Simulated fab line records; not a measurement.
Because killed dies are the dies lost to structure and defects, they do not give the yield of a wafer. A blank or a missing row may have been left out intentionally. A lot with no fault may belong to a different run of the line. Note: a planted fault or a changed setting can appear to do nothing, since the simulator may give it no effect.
fab line records -- flow n5_finfet
record: lots: 10, wafers: 28, last_day: 17
route steps=1938 shown WELL_APT@28 BEOL_M4@1111 PASSIVATION@1936
lots that met no fault: from a run of the same line without faults
start_h: hours from the record's opening day to when the first of the lot's shown wafers began -- wait_h: hours elapsed since this lot's preceding step -- " as in the row above -- L1.1+2: a single row standing in for several wafers -- - no value, or no start was given -- * or withheld: withheld -- < > ~ a bound
route shown NAME@n: names a module that has steps shown in the file, with the first one's number in the route -- usual: mean/standard deviation taken from wafers without a fault -- same: alike in all rows -- chamber/n: place in a boat -- sites: each site's reading -- _std_site: the standard deviation of these -- _edge_site: the outer-site mean with the inner-site mean subtracted -- radius_mm: for every site, how far away it sits from the centre of the wafer -- mask NAME#n: copy n -- behind: the tool/chamber that last shaped the wafer -- hold: what put the lot on hold/how long, in hours/how the hold closed -- device: names the non-switching transistor (n, p or np) -- end of line: the tests these same wafers got at the end of their route -- for a step that has no rows: nothing shown but its recipe -- killed: at the first sort, the dies lost to defects and structure; wafer yield is something else -- map: per-die view of a wafer (x killed, . not killed, _ where there is no die)
set.NAME: the setting as run; set.NAME@STEP: as run at that earlier step -- model.NAME: the simulator's own value behind a step, which no gauge read
one table for each step of the route and one row for each wafer, over a sample of lots
services: when a tool's chamber went out of use (start_h, in hours from the record's first day, below 0 if earlier), for how many hours, and the reason
== steps ==
step: N5_WELL_APT_CD_MEAS_08
recipe: target_cd_nm: 200, landing_energy_ev: 500, detector: se_inlens
usual: cd_nm: 200.1/1.8
lot.wafer,tool,chamber,start_h,wait_h,cd_nm
L463.1,cd_sem-01,0,13.68,-,200.1
L463.5,cd_sem-01,0,13.68,-,198.9
L465.1,cd_sem-01,0,25.88,-,202.4
L465.3,cd_sem-01,0,25.88,-,199.3
L465.5,cd_sem-01,0,25.88,-,204.7
L466.3,cd_sem-03,0,31.71,-,199.0
L466.4,cd_sem-03,0,31.71,-,198.9
L466.6,cd_sem-03,0,31.71,-,198.0
L467.1,cd_sem-02,0,37.86,-,203.7
L467.4,cd_sem-02,0,37.86,-,202.5
L467.6,cd_sem-02,0,37.86,-,201.5
L475.2,cd_sem-03,0,85.81,-,202.1
L475.3,cd_sem-03,0,85.81,-,202.2
L475.6,cd_sem-03,0,85.81,-,201.0
L476.1,cd_sem-03,0,91.85,-,198.5
L476.3,cd_sem-03,0,91.85,-,204.8
L476.5,cd_sem-03,0,91.85,-,200.8
L477.1,cd_sem-02,0,97.72,-,198.8
L477.6,cd_sem-02,0,97.72,-,198.4
L478.1,cd_sem-02,0,103.91,-,196.8
L478.2,cd_sem-02,0,103.91,-,198.3
L478.5,cd_sem-02,0,103.91,-,197.4
L480.1,cd_sem-01,0,115.85,-,200.6
L480.3,cd_sem-01,0,115.85,-,200.2
L480.5,cd_sem-01,0,115.85,-,199.8
L485.3,cd_sem-03,0,145.81,-,198.6
L485.4,cd_sem-03,0,145.81,-,197.7
L485.5,cd_sem-03,0,145.81,-,198.9
step: N5_WELL_APT_INSPECT_27
recipe: mode: adi, inspect_instrument: macro
usual: raw_defect_count: 2.1/1.3
lot.wafer,tool,chamber,start_h,wait_h,raw_defect_count
L463.1,defect_inspect-01,-,14.85,0.0,3
L463.5,defect_inspect-01,-,14.85,0.0,2
L465.1,defect_inspect-01,-,27.20,0.0,2
L465.3,defect_inspect-01,-,27.20,0.0,2
L465.5,defect_inspect-01,-,27.20,0.0,2
L466.3,defect_inspect-02,-,33.04,0.0,1
L466.4,defect_inspect-02,-,33.04,0.0,3
L466.6,defect_inspect-02,-,33.04,0.0,2
L467.1,defect_inspect-02,-,39.43,0.0,3
L467.4,defect_inspect-02,-,39.43,0.0,4
L467.6,defect_inspect-02,-,39.43,0.0,4
L475.2,defect_inspect-02,-,86.99,0.0,1
L475.3,defect_inspect-02,-,86.99,0.0,2
L475.6,defect_inspect-02,-,86.99,0.0,1
L476.1,defect_inspect-02,-,93.18,0.0,1
L476.3,defect_inspect-02,-,93.18,0.0,0
L476.5,defect_inspect-02,-,93.18,0.0,2
L477.1,defect_inspect-01,-,99.07,0.0,2
L477.6,defect_inspect-01,-,99.07,0.0,2
L478.1,defect_inspect-02,-,105.22,0.0,1
L478.2,defect_inspect-02,-,105.22,0.0,1
L478.5,defect_inspect-02,-,105.22,0.0,3
L480.1,defect_inspect-02,-,117.04,0.0,2
L480.3,defect_inspect-02,-,117.04,0.0,1
L480.5,defect_inspect-02,-,117.04,0.0,5
L485.3,defect_inspect-01,-,147.11,0.0,0
L485.4,defect_inspect-01,-,147.11,0.0,1
L485.5,defect_inspect-01,-,147.11,0.0,4
step: N5_WELL_APT_DESCUM_30
recipe: chemistry: O2, time_s: 7.9, source_power_w: 50, bias_power_w: 20, pressure_mtorr: 20, rf_frequency_hz: 2.712e+07, temp_c: 40, o2_flow_sccm: 225
usual: drypump_motor_current_A: 5.7/0.51, oes_product_au: 0.80/0.076, rf_vpp_V: 243.4/1.3, showerhead_plenum_p_Torr: 2.11/0.064, throttle_valve_pct: 20.33/0.25
lot.wafer,tool,chamber,start_h,wait_h,drypump_motor_current_A,oes_product_au,rf_hours_counter_h,rf_vpp_V,showerhead_plenum_p_Torr,throttle_valve_pct
L463.1,rie_diel-01,0,14.99,0.1,5.7,0.79,107,244.2,2.12,20.31
L463.5,rie_diel-01,2,14.99,0.1,6.3,0.73,-,243.6,2.09,20.45
L465.1,rie_diel-01,0,27.23,0.0,5.8,0.79,111,243.4,2.12,20.31
L465.3,rie_diel-01,2,27.23,0.0,6.3,0.73,199,242.2,2.09,20.44
L465.5,rie_diel-01,2,27.23,0.0,6.2,0.72,-,243.1,2.09,20.46
L466.3,rie_diel-01,1,33.25,0.2,6.4,0.85,64,242.1,2.05,20.27
L466.4,rie_diel-01,2,33.25,0.2,6.3,0.73,201,243.1,2.09,20.43
L466.6,rie_diel-01,0,33.25,0.2,5.7,0.78,-,242.9,2.12,20.31
L467.1,rie_diel-02,1,39.47,0.0,5.5,0.74,166,244.5,2.17,20.18
L467.4,rie_diel-02,0,39.47,0.0,6.1,0.90,36,244.4,2.14,19.95
L467.6,rie_diel-02,0,39.47,0.0,6.1,0.89,-,243.4,2.14,19.96
L475.2,rie_diel-02,3,87.27,0.3,5.2,0.74,162,244.4,2.16,20.72
L475.3,rie_diel-02,2,87.27,0.3,5.1,0.92,19,241.0,2.03,19.91
L475.6,rie_diel-02,3,87.27,0.3,5.2,0.73,-,245.6,2.16,20.72
L476.1,rie_diel-06,3,93.21,0.0,5.6,0.78,118,241.5,2.00,20.09
L476.3,rie_diel-06,2,93.21,0.0,5.9,0.81,96,245.6,2.19,20.31
L476.5,rie_diel-06,2,93.21,0.0,5.9,0.81,-,244.8,2.19,20.30
L477.1,rie_diel-02,0,99.10,0.0,6.1,0.84,54,243.5,2.13,19.98
L477.6,rie_diel-02,3,99.10,0.0,5.2,0.73,-,244.2,2.16,20.71
L478.1,rie_diel-02,2,105.25,0.0,5.1,0.91,25,242.4,2.03,19.91
L478.2,rie_diel-02,0,105.25,0.0,6.1,0.84,57,241.8,2.13,19.98
L478.5,rie_diel-02,2,105.25,0.0,5.1,0.91,-,242.0,2.03,19.91
L480.1,rie_diel-01,2,117.13,0.1,6.2,0.70,230,241.2,2.08,20.47
L480.3,rie_diel-01,0,117.13,0.1,5.7,0.76,141,242.6,2.11,20.36
L480.5,rie_diel-01,2,117.13,0.1,6.2,0.70,-,242.5,2.08,20.48
L485.3,rie_diel-06,1,147.22,0.1,5.2,0.77,122,245.0,2.20,20.69
L485.4,rie_diel-06,3,147.22,0.1,5.6,0.77,-,242.0,1.99,20.13
L485.5,rie_diel-06,2,147.22,0.1,5.9,0.79,-,244.8,2.18,20.35
step: N5_WELL_APT_IMPLANT_32
recipe: species: BF2, energy_kev: 50, dose_cm2: 2e+13, tilt_deg: 0, rotation_deg: 0
usual: dose_ions_cm2: 1.9994e+13/2.1e+10, faraday_current_uA: 254/5.2
lot.wafer,tool,chamber,start_h,wait_h,dose_ions_cm2,faraday_current_uA
L463.1,implanter-02,0,15.27,0.1,2.0003e+13,246
L463.5,implanter-02,0,15.27,0.1,1.9994e+13,254
L465.1,implanter-02,0,27.51,0.1,2.0016e+13,265
L465.3,implanter-02,0,27.51,0.1,1.9988e+13,250
L465.5,implanter-02,0,27.51,0.1,2e+13,254
L466.3,implanter-01,0,33.59,0.1,1.9993e+13,248
L466.4,implanter-01,0,33.59,0.1,1.9958e+13,254
L466.6,implanter-01,0,33.59,0.1,1.9993e+13,254
L467.1,implanter-01,0,39.75,0.1,1.9975e+13,259
L467.4,implanter-01,0,39.75,0.1,1.9965e+13,244
L467.6,implanter-01,0,39.75,0.1,1.9973e+13,261
L475.2,implanter-02,0,87.58,0.1,1.171e+13,144
L475.3,implanter-02,0,87.58,0.1,1.1757e+13,150
L475.6,implanter-02,0,87.58,0.1,1.1738e+13,149
L476.1,implanter-02,0,93.49,0.1,1.1745e+13,148
L476.3,implanter-02,0,93.49,0.1,1.1749e+13,145
L476.5,implanter-02,0,93.49,0.1,1.178e+13,154
L477.1,implanter-01,0,99.38,0.1,1.9984e+13,254
L477.6,implanter-01,0,99.38,0.1,2.0002e+13,248
L478.1,implanter-01,0,105.53,0.1,2.0004e+13,245
L478.2,implanter-01,0,105.53,0.1,2.0003e+13,254
L478.5,implanter-01,0,105.53,0.1,2.0007e+13,248
L480.1,implanter-01,0,117.41,0.1,1.9984e+13,253
L480.3,implanter-01,0,117.41,0.1,1.999e+13,243
L480.5,implanter-01,0,117.41,0.1,1.9976e+13,249
L485.3,implanter-01,0,147.56,0.1,2.0003e+13,248
L485.4,implanter-01,0,147.56,0.1,2.0011e+13,257
L485.5,implanter-01,0,147.56,0.1,2.0022e+13,251
step: N5_BEOL_M4_RC_MEAS_101
usual: CJ_N: 4.35/0.1, DIBL_N: 35.8/1.7, DIBL_P: 35.9/1.9, IOFF_N: 0.151/0.028, IOFF_P: 0.21/0.037, ION_N: 673/12, ION_P: 463/8.3, SS_N: 71.4/0.59, SS_P: 73.2/0.63, VT_N: 250/3.2, VT_P: -250/3.7
lot.wafer,tool,chamber,start_h,wait_h,CJ_N,DIBL_N[mV/V],DIBL_P[mV/V],IOFF_N[nA/um],IOFF_P[nA/um],ION_N[uA/um],ION_P[uA/um],SS_N[mV/dec],SS_P[mV/dec],VT_N[mV],VT_P[mV]
L463.1,prober-02,0,161.17,0.0,4.41,36.1,36.0,0.141,0.21,667,462,71.5,73.7,249,-247
L463.5,prober-02,0,161.17,0.0,4.38,35.2,35.2,0.130,0.21,660,457,71.2,73.0,254,-250
L465.1,prober-01,0,166.20,0.0,4.41,37.0,36.9,0.171,0.26,668,466,72.2,74.2,251,-245
L465.3,prober-01,0,166.20,0.0,4.45,37.4,37.2,0.197,0.28,688,476,71.6,74.1,245,-243
L465.5,prober-01,0,166.20,0.0,4.47,37.3,36.3,0.185,0.27,674,470,71.8,74.2,246,-243
L466.3,prober-02,0,178.17,0.3,4.34,37.9,38.0,0.172,0.23,671,453,71.3,73.8,248,-250
L466.4,prober-02,0,178.17,0.3,4.47,37.0,37.3,0.167,0.21,687,468,71.3,73.4,249,-255
L466.6,prober-02,0,178.17,0.3,4.32,38.2,38.8,0.183,0.24,678,468,71.9,73.4,249,-247
L467.1,prober-02,0,195.85,0.0,4.34,35.3,36.6,0.155,0.21,679,469,71.4,73.1,249,-249
L467.4,prober-02,0,195.85,0.0,4.41,33.5,33.1,0.123,0.17,665,461,71.3,73.3,251,-253
L467.6,prober-02,0,195.85,0.0,4.37,31.4,30.7,0.101,0.14,664,458,70.4,72.1,252,-253
L475.2,prober-02,0,238.30,0.2,3.22,36.5,36.2,0.159,0.19,665,454,71.8,72.9,250,-253
L475.3,prober-02,0,238.30,0.2,3.30,35.6,34.5,0.142,0.17,667,459,70.6,72.5,248,-256
L475.6,prober-02,0,238.30,0.2,3.36,35.7,34.2,0.151,0.16,668,457,72.0,72.4,251,-253
L477.1,prober-01,0,244.86,0.0,4.17,35.9,37.2,0.173,0.24,688,479,71.4,73.3,247,-247
L477.6,prober-01,0,244.86,0.0,4.17,34.0,35.2,0.139,0.21,669,467,71.1,73.0,249,-246
L476.1,prober-02,0,245.16,0.0,3.28,36.6,34.5,0.150,0.17,674,458,72.2,72.8,252,-254
L476.3,prober-02,0,245.16,0.0,3.27,39.4,37.7,0.203,0.21,677,455,72.5,73.4,246,-252
L476.5,prober-02,0,245.16,0.0,3.27,36.4,34.8,0.142,0.17,674,463,72.0,72.5,251,-255
L478.1,prober-01,0,253.85,0.0,4.45,36.9,36.0,0.167,0.20,669,456,71.9,73.1,250,-252
L478.2,prober-01,0,253.85,0.0,4.45,37.8,36.6,0.182,0.21,679,463,71.3,73.6,245,-249
L478.5,prober-01,0,253.85,0.0,4.54,36.8,35.3,0.162,0.20,684,469,71.2,72.6,248,-252
L480.1,prober-02,0,263.70,0.0,4.27,35.3,36.1,0.131,0.18,668,458,71.2,72.4,254,-252
L480.3,prober-02,0,263.70,0.0,4.26,35.5,36.0,0.128,0.18,655,453,71.2,73.1,254,-253
L480.5,prober-02,0,263.70,0.0,4.23,34.6,34.9,0.117,0.18,656,451,70.8,72.8,256,-255
L485.3,prober-01,0,321.09,0.3,4.27,36.0,35.6,0.137,0.20,661,453,71.3,73.2,254,-247
L485.4,prober-01,0,321.09,0.3,4.38,36.2,35.5,0.147,0.20,674,461,71.9,73.1,254,-252
L485.5,prober-01,0,321.09,0.3,4.38,36.1,35.7,0.145,0.20,667,458,72.2,73.1,254,-248
step: N5_PASSIVATION_PROBE_49
usual: defect_limited_yield: 91.4/1.5, killed_at_M0_to_M3: 33/9.8, killed_at_M4_up: 14/5.5, killed_at_contacts: 12/6.5, killed_at_front_end: 38/11, killed_at_other: 3/3.1, killed_dies: 101/17, killed_open: 66/13, killed_short: 32/7.5, sort_bin_5_function: 5.0/1, sort_bin_6_memory: 3.2/0.69, sort_bin_8_speed: 0.00/0.0072, sort_n_pass: 1079/17, sort_yield_pct: 91.4/1.5
same: gross_dies: 1180, killed_at_back_side: 0, sort_bin_4_leakage[%]: 0
lot.wafer,tool,chamber,start_h,wait_h,defect_limited_yield[%],killed_at_M0_to_M3,killed_at_M4_up,killed_at_contacts,killed_at_front_end,killed_at_other,killed_dies,killed_open,killed_short,sort_bin_5_function[%],sort_bin_6_memory[%],sort_bin_8_speed[%],sort_n_pass,sort_yield_pct[%]
L465.1,prober-01,-,260.99,0.0,91.6,25,12,6,51,5,99,62,27,4.3,3.0,0,1081,91.6
L465.3,prober-01,-,261.09,0.1,90.9,22,21,8,48,8,107,64,43,5.1,3.7,0,1073,90.9
L465.5,prober-01,-,261.19,0.2,92.5,35,9,11,29,4,88,53,34,4.2,2.9,0,1092,92.5
L463.1,prober-02,-,276.98,0.0,89.8,51,10,6,53,0,120,81,39,6.1,3.9,0,1060,89.8
L463.5,prober-02,-,277.18,0.2,90.3,45,11,8,50,0,114,58,48,4.7,3.7,0,1066,90.3
L476.1,prober-01,-,355.25,0.0,93.6,24,16,13,22,1,76,55,19,4.1,2.2,0,1104,93.6
L476.3,prober-01,-,355.35,0.1,93.7,34,6,5,27,2,74,44,28,3.6,2.5,0,1106,93.7
L476.5,prober-01,-,355.45,0.2,93.9,16,21,7,28,0,72,52,19,3.3,2.6,0,1108,93.9
L478.1,prober-02,-,365.60,0.0,92.5,24,15,3,46,1,89,55,34,4.0,3.2,0,1091,92.5
L478.5,prober-02,-,365.80,0.2,91.8,39,11,4,43,0,97,59,37,4.5,3.5,0,1083,91.8
L480.3,prober-01,-,367.40,0.1,89.8,53,12,4,48,3,120,84,36,5.4,4.4,0,1060,89.8
killed by level:class
L465.1 FIN_SAQP:geometric_particle:open=10 STI_FIN_REVEAL:geometric_particle:open=10 HKMG_FIN:area_etch=9 MOL_CONTACT_COAG:geometric_particle:open=6 BEOL_M3:geometric_particle:open=6 BEOL_M4:geometric_particle:open=6 FIN_SAQP:geometric_particle:short=5 BEOL_M0_SAQP:geometric_particle:open=5
L465.3 FIN_SAQP:geometric_particle:open=12 FIN_SAQP:geometric_particle:short=12 MOL_CONTACT_COAG:geometric_particle:open=7 BEOL_M5:geometric_particle:open=7 STI_FIN_REVEAL:geometric_particle:open=6 GATE_CUT:geometric_particle:short=6 BEOL_M4:geometric_particle:open=6 BEOL_M0_SAQP:geometric_particle:short=5
L465.5 BEOL_M0_SAQP:geometric_particle:open=10 MOL_CONTACT_COAG:geometric_particle:open=8 GATE_CUT:geometric_particle:short=6 GATE_CUT:geometric_particle:open=5 BEOL_M0_SAQP:geometric_particle:short=5 BEOL_M0:geometric_particle:open=5 BEOL_M2:geometric_particle:open=5 BEOL_M3:geometric_particle:open=5
L463.1 STI_FIN_REVEAL:geometric_particle:open=13 BEOL_M0_SAQP:geometric_particle:short=13 BEOL_M3:geometric_particle:open=12 BEOL_M0_SAQP:geometric_particle:open=11 FIN_SAQP:geometric_particle:open=10 BEOL_M1:geometric_particle:open=7 FIN_SAQP:geometric_particle:short=6 ILD0:geometric_particle:short=4
L463.5 FIN_SAQP:geometric_particle:open=13 BEOL_M1:geometric_particle:open=8 BEOL_M3:geometric_particle:short=8 BEOL_M0_SAQP:geometric_particle:short=7 BEOL_M0_SAQP:geometric_particle:open=7 HKMG_FIN:area_etch=7 ILD0:geometric_particle:short=5 MOL_CONTACT_COAG:geometric_particle:open=5
L476.1 MOL_CONTACT_COAG:geometric_particle:open=10 BEOL_M4:geometric_particle:open=10 BEOL_M0_SAQP:geometric_particle:open=8 DUMMY_GATE:geometric_particle:open=5 STI_FIN_REVEAL:geometric_particle:open=4 BEOL_M0_SAQP:geometric_particle:short=4 BEOL_M1:geometric_particle:open=4 FIN_SAQP:geometric_particle:open=3
L476.3 BEOL_M0_SAQP:geometric_particle:short=13 BEOL_M0_SAQP:geometric_particle:open=8 FIN_SAQP:geometric_particle:open=6 FIN_SAQP:geometric_particle:short=5 STI_FIN_REVEAL:geometric_particle:open=5 MOL_CONTACT_COAG:geometric_particle:open=5 BEOL_M0:geometric_particle:open=4 ILD0:geometric_particle:open=3
L476.5 BEOL_M4:geometric_particle:open=9 FIN_SAQP:geometric_particle:short=6 STI_FIN_REVEAL:geometric_particle:open=6 MOL_CONTACT_COAG:geometric_particle:open=5 DUMMY_GATE:geometric_particle:open=4 BEOL_M1:geometric_particle:open=4 BEOL_M3:geometric_particle:open=4 BEOL_M5:geometric_particle:open=3
L478.1 FIN_SAQP:geometric_particle:open=16 GATE_CUT:geometric_particle:short=10 BEOL_M5:geometric_particle:open=7 BEOL_M0_SAQP:geometric_particle:short=5 BEOL_M1:geometric_particle:open=5 BEOL_M1:geometric_particle:short=5 GATE_CUT:geometric_particle:open=4 BEOL_M0_SAQP:geometric_particle:open=4
L478.5 FIN_SAQP:geometric_particle:open=9 BEOL_M0_SAQP:geometric_particle:short=9 FIN_SAQP:geometric_particle:short=8 BEOL_M0_SAQP:geometric_particle:open=8 BEOL_M3:geometric_particle:open=8 BEOL_M4:geometric_particle:open=6 BEOL_M3:geometric_particle:short=5 GATE_CUT:geometric_particle:short=4
L480.3 STI_FIN_REVEAL:geometric_particle:open=20 BEOL_M2:geometric_particle:open=15 BEOL_M3:geometric_particle:open=15 STARTING-WAFER:geometric_particle:short=7 BEOL_M0_SAQP:geometric_particle:open=7 BEOL_M5:geometric_particle:open=7 DUMMY_GATE:geometric_particle:open=5 BEOL_M0_SAQP:geometric_particle:short=5
== services ==
tool,chamber,start_h,hours,kind
implanter-02,-,9.17,3.9,pm
implanter-01,-,12.45,5.6,repair
implanter-02,-,16.17,2.9,repair
rie_diel-02,2,18.00,-,clean
rie_diel-02,2,18.00,-,consumable_replace:focus_ring
rie_diel-02,2,18.00,16.0,scheduled_down
rie_diel-02,2,18.00,16.0,vent_cycle
rie_diel-06,3,64.66,2.3,repair
rie_diel-06,1,65.05,7.5,repair
rie_diel-02,-,69.83,0.6,repair
rie_diel-02,0,76.98,6.3,repair
implanter-01,-,91.84,1.5,repair
implanter-02,-,99.08,1.0,repair
rie_diel-06,2,114.80,11.1,repair
rie_diel-06,0,134.71,-,clean
rie_diel-06,0,134.71,-,consumable_replace:focus_ring
rie_diel-06,0,134.71,19.3,scheduled_down
rie_diel-06,0,134.71,19.3,vent_cycle
== key ==
first_sign: step: N5_WELL_APT_IMPLANT_32, reading: dose_ions_cm2, direction: down, sigmas: 99+, usual: 1.9994e+13, struck: 1.1747e+13
effect: step: N5_WELL_APT_IMPLANT_32, reading: faraday_current_uA, direction: down, sigmas: 21, usual: 254, struck: 148
effect: step: N5_BEOL_M4_RC_MEAS_101, reading: CJ_N, direction: down, sigmas: 11, usual: 4.35, struck: 3.28
met_at N5_WELL_APT_IMPLANT_32
struck_lots L475,L476
not_acting_at N5_WELL_APT_CD_MEAS_08,N5_WELL_APT_INSPECT_27,N5_WELL_APT_DESCUM_30
onset_between 27.51 87.58
fault: kind: process_parameter_drift, tool: implanter-02, chamber: -, onset_h: 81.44, steps: N5_WELL_APT_IMPLANT_32, channel: dose_cm2, offset: -8.2721e+12, shape: step, end_h: 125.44, acts_in: these_recipes_only, stated: 2e+13
